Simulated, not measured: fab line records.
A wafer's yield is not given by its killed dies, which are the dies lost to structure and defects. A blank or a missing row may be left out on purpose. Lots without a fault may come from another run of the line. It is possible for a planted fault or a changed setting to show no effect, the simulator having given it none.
Chamber matching + flow n5-finfet + N5_BEOL_M11_ETCH_65 on rie-diel-03 has 4 sister chambers
The step etches SiARC in CF4, target depth 39 nm, time 65 s. 4 wafers are shown with their chamber, then 9 later ones without.

## WAFERS, EACH WITH ITS CHAMBER
| wafer  | chamber | showerhead-plenum-p-Torr (Torr) |
|--------|---------|---------------------------------|
| L087.2 | 3       | 2.12                            |
| L090.2 | 2       | 2.12                            |
| L090.3 | 1       | 2.25                            |
| L090.4 | 0       | 2.12                            |

## WAFERS WITHOUT THEIR CHAMBER
| wafer  | showerhead-plenum-p-Torr (Torr) |
|--------|---------------------------------|
| L093.1 | 2.12                            |
| L093.2 | 2.25                            |
| L093.4 | 2.12                            |
| L096.3 | 2.24                            |
| L096.5 | 2.12                            |
| L096.6 | 2.24                            |
| L097.1 | 2.24                            |
| L097.5 | 2.24                            |
| L097.6 | 2.12                            |

## WHICH CHAMBER EACH ONE RAN IN
| wafer  | from the rows above          | in truth |
|--------|------------------------------|----------|
| L093.1 | can't be placed: 0 or 2 or 3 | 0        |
| L093.2 | 1                            | 1        |
| L093.4 | can't be placed: 0 or 2 or 3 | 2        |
| L096.3 | 1                            | 1        |
| L096.5 | can't be placed: 0 or 2 or 3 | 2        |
| L096.6 | 1                            | 1        |
| L097.1 | 1                            | 1        |
| L097.5 | 1                            | 1        |
| L097.6 | can't be placed: 0 or 2 or 3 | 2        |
Correct placement for 5 of the 9. Unplaceable from these rows: 4, with the true chamber sitting among the candidates in 4. Placed wrongly: 0.
How it was worked out, from the rows above alone: a wafer's distance from a chamber is the root of the sum, over the readings, of the square of ((its reading less the chamber's mean) divided by the reading's scatter). If the next closest chamber is less than 2 further off than the closest, the wafer can't be placed; otherwise it belongs to the closest. For every chamber, the mean is computed from those of its wafers that are shown. The scatter: root of mean squared gap, hidden wafer to nearest shown wafer, with one shown wafer a chamber.
